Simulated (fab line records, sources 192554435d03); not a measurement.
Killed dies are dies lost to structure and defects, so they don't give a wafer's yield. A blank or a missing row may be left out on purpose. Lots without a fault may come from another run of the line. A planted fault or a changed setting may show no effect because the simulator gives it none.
Split-lot experiment | flow n5_finfet | 7 lots, 21 wafers read, on a route of 1938 steps

THE SPLIT
At N5_BEOL_M10_COAT_05 (resist thk 90 nm), the setting spin_rpm was moved away from the recipe's 1500 rpm on 10 of the 21 wafers read, by -9.6% to +10.7%. The other wafers ran this setting at the recipe's value.

The reading is taken at the split's own step.

THE READING
CAR-ArF_of_BEOL_M10_COAT_05.thk_nm (the simulator's own value, which no gauge read), in nm, at N5_BEOL_M10_COAT_05 (resist thk 90 nm). The file gives no usual value for it. The 11 wafers here that ran the recipe average 90.0 nm, standard deviation 0.31 nm.

wafer  | tool, chamber at the split | spin_rpm as run, rpm | against the recipe | CAR-ArF_of_BEOL_M10_COAT_05.thk_nm, nm | against lot-mates on the recipe
L075.2 | litho_track-01, 0          | 1500                 | recipe             | 90.2                                   | -
L075.3 | litho_track-01, 0          | 1500                 | recipe             | 90.2                                   | -
L075.4 | litho_track-01, 0          | 1500                 | recipe             | 90.4                                   | -
L081.3 | litho_track-05, 0          | 1500                 | recipe             | 90                                     | -
L081.5 | litho_track-05, 0          | 1356                 | -9.6%              | 94.6                                   | +4.6
L081.6 | litho_track-05, 0          | 1356                 | -9.6%              | 94.4                                   | +4.4
L083.3 | litho_track-02, 0          | 1604                 | +6.9%              | 86.6                                   | -2.8
L083.5 | litho_track-02, 0          | 1604                 | +6.9%              | 86.6                                   | -2.8
L083.6 | litho_track-02, 0          | 1500                 | recipe             | 89.4                                   | -
L085.4 | litho_track-05, 0          | 1584                 | +5.6%              | 87.2                                   | -2.4
L085.5 | litho_track-05, 0          | 1584                 | +5.6%              | 87.2                                   | -2.4
L085.6 | litho_track-05, 0          | 1500                 | recipe             | 89.6                                   | -
L089.1 | litho_track-01, 0          | 1658                 | +10.5%             | 85.8                                   | -4.4
L089.3 | litho_track-01, 0          | 1500                 | recipe             | 90.2                                   | -
L089.6 | litho_track-01, 0          | 1658                 | +10.5%             | 85.6                                   | -4.6
L094.1 | litho_track-05, 0          | 1661                 | +10.7%             | 86                                     | -4.4
L094.3 | litho_track-05, 0          | 1661                 | +10.7%             | 86                                     | -4.4
L094.6 | litho_track-05, 0          | 1500                 | recipe             | 90.4                                   | -
L096.1 | litho_track-01, 0          | 1500                 | recipe             | 89.8                                   | -
L096.4 | litho_track-01, 0          | 1500                 | recipe             | 89.8                                   | -
L096.5 | litho_track-01, 0          | 1500                 | recipe             | 90                                     | -

THE FIT
A straight line over all 21 wafers: CAR-ArF_of_BEOL_M10_COAT_05.thk_nm changes by -0.432 nm for each +1% of spin_rpm; r = -0.99; the points scatter about the line by 0.39 nm.
The same after taking each lot's own level away (the mean of its wafers on the recipe; 21 wafers): -0.434 nm for each +1%; r = -1.00; scatter 0.14 nm.
On that fit, the largest move of spin_rpm shifts the reading by 4.7 nm.
The lots' own levels span 89.40 to 90.40 nm, that is 3.3 times the standard deviation above.
So the lot-to-lot level changes the slope little: the two slopes agree.
Check: with one of the wafers moved furthest among these (+10.7%) left out of the fit, the line predicts -4.61 nm for it against its lot-mates. It came out at -4.4 nm against them.

OTHER SPLITS ON THESE WAFERS
These wafers also went through other splits before the reading. Each is held against what the fit with the lots' levels taken away leaves over:
other split on the same wafers | wafers away from the commonest value | r with CAR-ArF_of_BEOL_M10_COAT_05.thk_nm (lot level and that fit taken away)
N5_BEOL_M6_EXPOSE_25 dose_mj   | 9                                    | +0.05
N5_BEOL_M7_EXPOSE_25 dose_mj   | 5                                    | -0.09
N5_BEOL_M7_DESCUM_33 time_s    | 6                                    | +0.15
N5_BEOL_M8_ETCH_61 bias_w      | 7                                    | -0.12
N5_BEOL_M8_COAT_22 spin_rpm    | 9                                    | -0.22

THE FILE'S OWN FIT
CAR-ArF_of_BEOL_M10_COAT_05.thk_nm changes by -0.429 nm for each +1% of spin_rpm, r = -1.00.
